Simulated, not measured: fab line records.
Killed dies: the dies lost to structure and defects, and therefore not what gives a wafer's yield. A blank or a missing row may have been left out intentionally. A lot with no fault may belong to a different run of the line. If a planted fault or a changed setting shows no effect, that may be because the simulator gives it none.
Lot-split experiment	flow n5 finfet	route with 1938 steps; 7 lots, 21 wafers read

SPLIT DETAILS
At N5_BEOL_M4_COAT_22 (resist thk 30 nm), the setting spin rpm was moved away from the recipe's 1500 rpm on 4 of the 21 wafers read, by -11.1% to +5.3%. The other wafers ran this setting at the recipe's value.

FROM THE SPLIT TO THE READING: what the file shows between them, 2 steps
- N5_BEOL_M4_EBR_24
- N5_BEOL_M4_SOFTBAKE_23: time 60 s

THE READING
CAR-EUV_of_BEOL_M4_COAT_22.thk nm (the simulator's own value, which no gauge read), in nm, at N5_BEOL_M4_DESCUM_33 (chemistry O2, time 7 s). The file gives no usual value for it. Here, 17 wafers ran the recipe; their average is 26.1 nm with a standard deviation of 0.12 nm.

wafer	tool, chamber at the split	spin rpm as run, rpm	against the recipe	CAR-EUV_of_BEOL_M4_COAT_22.thk nm, nm	against lot-mates on the recipe
L074.1	litho track-04, 0	1500	recipe	26	-
L074.4	litho track-04, 0	1557	+3.8%	25.4	-0.7
L074.5	litho track-04, 0	1500	recipe	26.2	-
L078.3	litho track-01, 0	1500	recipe	26.2	-
L078.4	litho track-01, 0	1500	recipe	26.2	-
L078.6	litho track-01, 0	1500	recipe	26.2	-
L082.3	litho track-01, 0	1334	-11.1%	27.8	+1.6
L082.4	litho track-01, 0	1334	-11.1%	28	+1.8
L082.5	litho track-01, 0	1500	recipe	26.2	-
L086.2	litho track-05, 0	1500	recipe	26	-
L086.4	litho track-05, 0	1500	recipe	26	-
L086.5	litho track-05, 0	1500	recipe	26.2	-
L087.4	litho track-01, 0	1500	recipe	26.2	-
L087.5	litho track-01, 0	1579	+5.3%	25.4	-0.7
L087.6	litho track-01, 0	1500	recipe	26	-
L093.1	litho track-01, 0	1500	recipe	26	-
L093.3	litho track-01, 0	1500	recipe	26	-
L093.5	litho track-01, 0	1500	recipe	26	-
L095.3	litho track-05, 0	1500	recipe	25.8	-
L095.5	litho track-05, 0	1500	recipe	26	-
L095.6	litho track-05, 0	1500	recipe	26	-

THE FIT
A straight line over all 21 wafers: CAR-EUV_of_BEOL_M4_COAT_22.thk nm changes by -0.162 nm for each +1% of spin rpm; r = -0.98; the points scatter about the line by 0.12 nm.
The same after taking each lot's own level away (the mean of its wafers on the recipe; 21 wafers): -0.153 nm for each +1%; r = -0.99; scatter 0.085 nm.
According to that fit, moving spin rpm by its largest amount changes the reading by 1.7 nm.
The span of the lots' own levels, 25.93 to 26.20 nm, comes to 2.3 times the standard deviation stated above.
The two slopes agree, so the slope changes little with the lot-to-lot level.
Check: with one of the wafers moved furthest among these (-11.1%) left out of the fit, the line predicts +1.77 nm for it against its lot-mates. It came out at +1.6 nm against them.

FURTHER SPLITS ON THESE WAFERS
Note: prior to the reading, these wafers also went through further splits. Each is held against what the fit with the lots' levels taken away leaves over:
other split on the same wafers	wafers away from the commonest value	r with CAR-EUV_of_BEOL_M4_COAT_22.thk nm (lot level and that fit taken away)
N5_BEOL_M2_COAT_62 spin rpm	9	+0.34
N5_BEOL_M3_ETCH_64 time s	5	-0.15
N5_BEOL_M3_COAT_22 spin rpm	3	+0.30
N5_BEOL_M3_SPUTTER_90 time s	11	+0.14
N5_BEOL_M4_COAT_67 spin rpm	9	+0.19

THE WHOLE CHAIN: every reading that the file lists as answering this split, in the file's order
step	what it does	reading	change (the file's fit)	r (the file's)
N5_BEOL_M4_COAT_22	resist thk 30 nm	CAR-EUV_of_BEOL_M4_COAT_22.thk nm (the simulator's own value, which no gauge read)	-0.164 nm for each +1% of the setting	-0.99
N5_BEOL_M4_DESCUM_33	chemistry O2, time 7 s	CAR-EUV_of_BEOL_M4_COAT_22.thk nm (the simulator's own value, which no gauge read)	-0.153 nm for each +1% of the setting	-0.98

THE FILE'S OWN FIT
CAR-EUV_of_BEOL_M4_COAT_22.thk nm changes by -0.153 nm for each +1% of spin rpm, r = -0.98.
